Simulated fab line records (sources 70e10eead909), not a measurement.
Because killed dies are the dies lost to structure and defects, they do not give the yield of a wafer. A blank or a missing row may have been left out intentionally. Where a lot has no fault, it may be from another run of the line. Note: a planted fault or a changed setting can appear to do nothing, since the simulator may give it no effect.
fab line records	flow nandHarc
record lots=5	wafers=15	lastDay=32
route steps=1302 shown A_BLC@1109 END@1302
lots with no fault: from the same line, run without faults
startH: hours from the record's opening day to when the first of the lot's shown wafers began	waitH: hours from the lot's prior step to this one	" same as the row above	L1.1+2: one row covering several wafers at once	- no value, or no start given	* or withheld: withheld	< > ~ a bound
route shown NAME@n: names a module that has steps shown in the file, with the first one's number in the route	usual: mean and standard deviation over wafers with no fault	same: alike in all rows	chamber/n: place in a boat	sites: readings site by site	_std_site: standard deviation across them	_edge_site: outer sites' mean less inner sites'	radiusMm: for every site, how far away it sits from the centre of the wafer	mask NAME#n: copy n	behind: the last tool/chamber to shape the wafer	hold: what put the lot on hold/how long, in hours/how the hold closed	device: the n, p or np transistor that did not switch	end of line: the tests these same wafers got at the end of their route	a step with no rows: only its recipe	killed: not the wafer's yield, but the dies lost to structure and defects at the first sort	map: shows each die of a wafer: x if killed, . if not, _ if none is there
set.NAME: the setting that was run; set.NAME@STEP: the one run at that earlier step	model.NAME: the simulator's own value behind a step, which no gauge read
certain route steps with their lots: each step a table, each wafer a row
services: from which hour (startH, from the record's first day; less than 0 if before it) a tool's chamber was out of use, for how many hours, and why
## steps
# step NHARC_A_BLC_COAT_02
# recipe tempC=260	timeS=75
# step NHARC_A_BLC_COAT_03
# recipe tempC=225	timeS=65
# step NHARC_A_BLC_COAT_04
# recipe spinRpm=1500	resistThkNm=90
# step NHARC_A_BLC_SOFTBAKE_05
# recipe tempC=105	timeS=55
# step NHARC_A_BLC_EBR_06
# step NHARC_A_BLC_EXPOSE_07
# recipe na=1.35	targetCdNm=100	doseMj=67.97	maskId=A_BLC
# step NHARC_A_BLC_PEB_08
# recipe pebTempC=100	pebTimeS=65
# step NHARC_A_BLC_DEVELOP_09
# recipe developTimeS=35	devTempC=23
# step NHARC_A_BLC_CD_MEAS_10
# recipe targetCdNm=100	landingEnergyEv=500
# usual cdNm=99.9/0.85
# same landingEnergyEv=500
lot.wafer	tool	chamber	startH	waitH	cdNm
L300.3	cdSem-03	0	520.56	-	98.8
L300.4	"	0	"	"	98.2
L300.5	"	0	"	"	99.1
L309.1	cdSem-01	0	606.23	-	99.3
L309.2	"	0	"	"	101.2
L309.5	"	0	"	"	100.7
L319.3	cdSem-03	0	696.85	-	98.7
L319.4	"	0	"	"	100.5
L319.6	"	0	"	"	99.1
L320.4	cdSem-01	0	716.41	-	100.7
L320.5	"	0	"	"	100.2
L320.6	"	0	"	"	99.9
L323.2	cdSem-01	0	722.28	-	98.9
L323.4	"	0	"	"	100.0
L323.6	"	0	"	"	99.4
# step NHARC_A_BLC_OVL_MEAS_11
# usual overlayXNm=-0.1/0.69	overlayYNm=-0.1/0.6
lot.wafer	tool	chamber	startH	waitH	overlayXNm	overlayYNm
L300.3	overlay-02	-	520.65	-	0.0	-0.8
L300.4	"	-	"	"	-0.3	-0.6
L300.5	"	-	"	"	0.0	-1.0
L309.1	overlay-01	-	606.31	-	-0.1	-0.5
L309.2	"	-	"	"	-0.3	0.2
L309.5	"	-	"	"	0.0	-0.5
L319.3	overlay-02	-	696.93	-	0.7	0.4
L319.4	"	-	"	"	0.4	0.2
L319.6	"	-	"	"	0.8	0.4
L320.4	overlay-02	-	716.49	-	0.6	-0.4
L320.5	"	-	"	"	1.0	-0.3
L320.6	"	-	"	"	0.9	-0.2
L323.2	overlay-01	-	722.37	-	-0.7	0.5
L323.4	"	-	"	"	-1.0	0.3
L323.6	"	-	"	"	-0.4	0.7
# step NHARC_A_BLC_INSPECT_12
# usual rawDefectCount=87/36
lot.wafer	tool	chamber	startH	waitH	rawDefectCount
L300.3	defectInspect-01	-	520.68	0.0	72
L300.4	"	-	"	"	72
L300.5	"	-	"	"	48
L309.1	defectInspect-02	-	606.35	0.0	37
L309.2	"	-	"	"	42
L309.5	"	-	"	"	28
L319.3	defectInspect-01	-	696.97	0.0	106
L319.4	"	-	"	"	103
L319.6	"	-	"	"	105
L320.4	defectInspect-01	-	716.53	0.0	137
L320.5	"	-	"	"	126
L320.6	"	-	"	"	151
L323.2	defectInspect-02	-	722.42	0.1	103
L323.4	"	-	"	"	115
L323.6	"	-	"	"	109
# step NHARC_A_BLC_DESCUM_15
# recipe timeS=3	o2FlowSccm=200	arFlowSccm=0	biasPowerW=0	chemistry=O2
# usual drypumpMotorCurrentA=6.0/0.43	oesProductAu=0.999/0.015	rfVppV=57.9/0.91	showerheadPlenumPTorr=1.91/0.079	throttleValvePct=11.311/0.0086
lot.wafer	tool	chamber	startH	waitH	drypumpMotorCurrentA	oesProductAu	rfHoursCounterH	rfVppV	showerheadPlenumPTorr	throttleValvePct
L300.4	rieDiel-11	2	520.75	0.1	6.0	1.010	7	57.7	1.94	11.297
L300.3	"	3	"	"	6.2	0.984	6	58.0	2.01	11.301
L300.5	"	2	"	"	6.0	1.015	-	58.2	1.94	11.317
L309.1	rieDiel-11	3	606.43	0.1	6.2	0.993	13	58.1	2.00	11.311
L309.2	"	0	"	"	5.8	0.979	12	57.8	1.87	11.302
L309.5	"	2	"	"	6.0	1.011	-	58.3	1.94	11.315
L319.3	rieDiel-11	0	697.03	0.1	5.8	1.005	5	59.3	1.87	11.302
L319.4	"	1	"	"	6.5	0.998	5	57.9	2.01	11.319
L319.6	"	1	"	"	6.5	0.993	-	58.2	2.01	11.300
L320.4	rieDiel-11	1	716.58	0.1	6.5	1.008	7	58.8	2.01	11.311
L320.6	"	1	"	"	6.5	0.996	-	56.9	2.01	11.318
L320.5	"	2	"	"	6.0	0.981	-	57.6	1.94	11.309
L323.4	rieDiel-07	0	722.48	0.1	6.6	1.000	5	58.1	1.81	11.302
L323.2	"	2	"	"	5.2	0.976	5	57.0	1.82	11.309
L323.6	"	0	"	"	6.6	0.991	-	57.4	1.81	11.303
# step NHARC_A_BLC_ETCH_16
# recipe targetDepthA=390	overEtchFrac=0.3	timeS=65	ionEnergyEv=80	cf4FlowSccm=150	arFlowSccm=0	rfW=300	biasW=100	chemistry=CF4
# usual drypumpMotorCurrentA=6.0/0.43	oesProductAu=0.999/0.015	rfVppV=151.4/1.2	runLengthS=86.3/0.46	showerheadPlenumPTorr=1.77/0.067	throttleValvePct=13.284/0.0088
lot.wafer	tool	chamber	startH	waitH	drypumpMotorCurrentA	oesProductAu	rfHoursCounterH	rfVppV	runLengthS	showerheadPlenumPTorr	throttleValvePct
L300.3	rieDiel-11	1	520.84	0.1	6.4	1.016	6	152.9	86.5	1.85	13.309
L300.4	"	2	"	"	5.9	1.001	7	150.8	86.0	1.79	13.285
L300.5	"	3	"	"	6.2	0.986	-	152.8	87.4	1.85	13.283
L309.1	rieDiel-11	2	606.51	0.1	5.9	1.013	13	152.2	66.9	1.79	13.310
L309.2	"	3	"	"	6.2	0.990	13	153.4	87.4	1.85	13.281
L309.5	"	1	"	"	6.4	1.003	-	152.1	86.1	1.85	13.293
L319.4	rieDiel-11	0	697.12	0.1	5.8	1.001	5	151.8	86.0	1.73	13.286
L319.3	"	2	"	"	5.9	0.976	4	152.9	86.0	1.79	13.285
L319.6	"	0	"	"	5.8	1.002	-	150.5	86.2	1.73	13.283
L320.4	rieDiel-11	0	716.69	0.1	5.8	1.002	6	150.8	85.9	1.73	13.291
L320.6	"	1	"	"	6.5	1.011	-	151.8	86.5	1.85	13.287
L320.5	"	2	"	"	5.9	0.974	-	152.6	85.7	1.79	13.298
L323.4	rieDiel-07	0	722.57	0.1	6.6	0.998	5	149.8	86.6	1.68	13.283
L323.2	"	1	"	"	5.3	1.020	5	150.4	86.7	1.70	13.297
L323.6	"	1	"	"	5.3	1.019	-	150.9	86.7	1.70	13.274
# step NHARC_A_BLC_ETCH_17
# recipe targetDepthA=3900	overEtchFrac=0.25	timeS=609.38	ionEnergyEv=200	n2FlowSccm=150	h2FlowSccm=150	arFlowSccm=0	rfW=400	biasW=150	chemistry=N2/H2
# usual drypumpMotorCurrentA=6.0/0.42	oesProductAu=0.998/0.014	rfVppV=430.5/2.6	runLengthS=630.7/0.44	showerheadPlenumPTorr=2.04/0.084	throttleValvePct=14.171/0.0098
lot.wafer	tool	chamber	startH	waitH	drypumpMotorCurrentA	oesProductAu	rfHoursCounterH	rfVppV	runLengthS	showerheadPlenumPTorr	throttleValvePct
L300.3	rieDiel-11	3	-	-	6.2	0.987	6	434.4	631.2	2.14	14.170
L300.4	"	2	"	"	5.9	1.002	7	431.4	630.2	2.07	14.151
L300.5	"	3	"	"	6.2	0.986	-	433.5	631.3	2.14	14.174
L309.2	rieDiel-11	3	-	-	6.2	0.981	13	432.2	631.5	2.14	14.156
L309.1	"	0	"	"	5.8	0.991	12	430.0	630.4	1.99	14.183
L309.5	"	2	"	"	5.9	1.008	-	430.7	630.0	2.07	14.154
L319.3	rieDiel-11	1	-	-	6.5	1.004	5	431.8	630.3	2.14	14.182
L319.4	"	0	"	"	5.8	1.000	5	430.2	630.2	1.99	14.171
L319.6	"	1	"	"	6.5	1.003	-	433.4	630.5	2.14	14.161
L320.4	rieDiel-11	3	-	-	6.2	1.015	6	433.6	631.2	2.14	14.168
L320.6	"	1	"	"	6.5	1.007	-	434.3	630.4	2.14	14.164
L320.5	"	2	"	"	6.0	0.969	-	433.0	630.4	2.07	14.176
L323.4	rieDiel-07	2	-	-	5.2	0.972	5	428.8	630.1	1.94	14.188
L323.2	"	0	"	"	6.6	0.991	5	427.6	630.6	1.93	14.158
L323.6	"	2	"	"	5.2	0.968	-	426.4	630.0	1.94	14.178
# step NHARC_END_SORT_01
# recipe tempC=25
# usual killedAtArray=56/19	killedAtOther=0.6/1	killedAtPeriphery=3.9/2.7	killedDies=61/19	killedOpen=3.3/1.9	killedShort=2.4/1.7
# same grossDies=677
lot.wafer	tool	chamber	startH	waitH	killedAtArray	killedAtOther	killedAtPeriphery	killedDies	killedOpen	killedShort
L309.1	prober-01	0	653.02	2.5	496	0	1	497	1	4
# killed by level:class
L309.1 A_BLC:areaEtch=460 A_CHANNEL_HOLE_D2:chamberFilmFlake=17 A_CHANNEL_HOLE_D1:chamberFilmFlake=5 A_SLIT:chamberFilmFlake=4 A_CHANNEL_FILL_D2:geometricParticle:short=3 A_CHANNEL_FILL_D2:chamberFilmFlake=3 P_GATE:geometricParticle:open=1 A_WL_FILL:geometricParticle:short=1
# map L309.1 (x killed, . not)
____________x____________
_________.xx..xx_________
_______...xx.x.xxx_______
______.x.xx.xxx.xx.______
_____.xx.x.x.xxxxxx._____
____..x....x.xx.xxxx.____
____.xx...x.xx.x.xxxx____
___..xxxxx..xxxx.x..x.___
___xx.xx.xxxxx.xxxxxx.___
__x.x...xxx.xxxx.xxxxxx__
__.xxx..xx.xxxxxxxxxxxx__
_.xxx.xxx.xx.xxxxxx...xx_
_..xxxxxxxxx.x..xx.x.xxx_
_.x.xxxxxxx.xxxxxx.xxxxx_
_.xxxx..x.x..xxx.x..x.xx_
_xx.xx.x.xxxxxxx.xxx..xx_
x.xxxx.xxxxxxxxxxxxxxxxx.
.xx.xx..x..xx.xxxxx.x.x..
.xxxxxxxx.xxx.xx.xxxxxxxx
.xxxxxxxxxx.xxx.x.x.xxx.x
xxx.x.xx.x.xxxxxxxx..xxx.
_x.xxxxxxxxxxx.xxxxxxxxx_
_..xxxx.xxxxxx.xx.xxxxxx_
_x.x.xxxx.x.xxxxxxx.x.xx_
_xx.xxx.xxxxxxxx.xxx..x._
_xxxxxxx..xx..x.x.xxx..x_
__x.xx.xxxxxxxxxxxxxxxx__
__x.xxxxxxxxxxx.x...xxx__
___.xxxxx.xxxxxx.xx...___
___x.xxxxx.x..xxxxxx.x___
____xxxxxxxxxx.xxx.xx____
____xxxxx.xxx.xxxxxxx____
_____.xxx.xxxxxxx.xx_____
______.x.x.xxxxxxxx______
_______xxxx..x.xxx_______
_________xxxxx.x_________
____________x____________
# map L319.3 (x killed, . not)
____________.____________
_________......._________
_______..........._______
______.............______
_____..............._____
____.................____
____.................____
___................x..___
___...................___
__.....................__
__.....................__
_.....x................._
_......................._
_......................._
_...x..................._
_...x..................._
..xxx.x..................
.xxxxxx..................
..xxxx.x....x............
...xxx.x...x.............
..x.x...xx..x.....x......
_..xxx.xx.x.x.x........._
_xxx.x....xx.x.........._
_x..x...xx.xxx....x....._
_........xxx.x.........._
_.....x....xx.....x....._
__.....xxxxxx.x........__
__........xx...........__
___...................___
___..................x___
____......x..........____
____.................____
_____..............._____
______.............______
_______..........._______
_________......._________
____________.____________
## services
tool	chamber	startH	hours	kind
rieDiel-11	3	499.49	6.8	repair
rieDiel-07	0	500.99	6.0	repair
rieDiel-07	-	511.14	0.8	repair
rieDiel-11	0	515.03	-	clean
rieDiel-11	1	515.03	-	clean
rieDiel-11	2	515.03	-	clean
rieDiel-11	3	515.03	-	clean
rieDiel-11	-	525.59	0.2	repair
rieDiel-11	0	539.53	-	clean
rieDiel-11	1	539.53	-	clean
rieDiel-11	2	539.53	-	clean
rieDiel-11	3	539.53	-	clean
rieDiel-11	0	564.03	-	clean
rieDiel-11	1	564.03	-	clean
rieDiel-11	2	564.03	-	clean
rieDiel-11	3	564.03	-	clean
rieDiel-07	-	572.43	1.2	repair
rieDiel-11	2	579.94	2.5	repair
rieDiel-07	1	583.09	5.7	repair
rieDiel-11	0	588.53	-	clean
rieDiel-11	-	609.50	9.0	pm
rieDiel-07	-	648.20	9.0	pm
rieDiel-11	0	659.02	10.2	repair
rieDiel-11	-	675.13	0.6	repair
## key
firstSign step=NHARC_A_BLC_ETCH_16	reading=runLengthS	direction=down	sigmas=42	usual=*	struck=*
effect step=NHARC_END_SORT_01	reading=killedAtArray	direction=up	sigmas=23	usual=56	struck=496
moreKillsBornAt NHARC_A_BLC_ETCH_16@rieDiel-11=460
metAt NHARC_A_BLC_ETCH_16
struckWafers L309.1
laterRowsLeftOut L309.1
testerLeftOut L309
onsetBetween 520.84 606.51
fault kind=processParameterDrift	tool=rieDiel-11	chamber=-	onsetH=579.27	steps=NHARC_A_BLC_ETCH_16	channel=timeS	offset=*	shape=step	endH=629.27	scope=struckWafersOnly	actsIn=*	stated=*
# testerLeftOut: of these lots the tester's yield and bins aren't shown, on N5 and GAA mostly nor the transistor test; their killed dies are dies lost to structure and defects alone, not to doping, threshold or leakage, so they don't give the yield
# laterRowsLeftOut: the simulator's readings of these wafers behind a module that went badly wrong aren't trusted and aren't shown, but for the sort
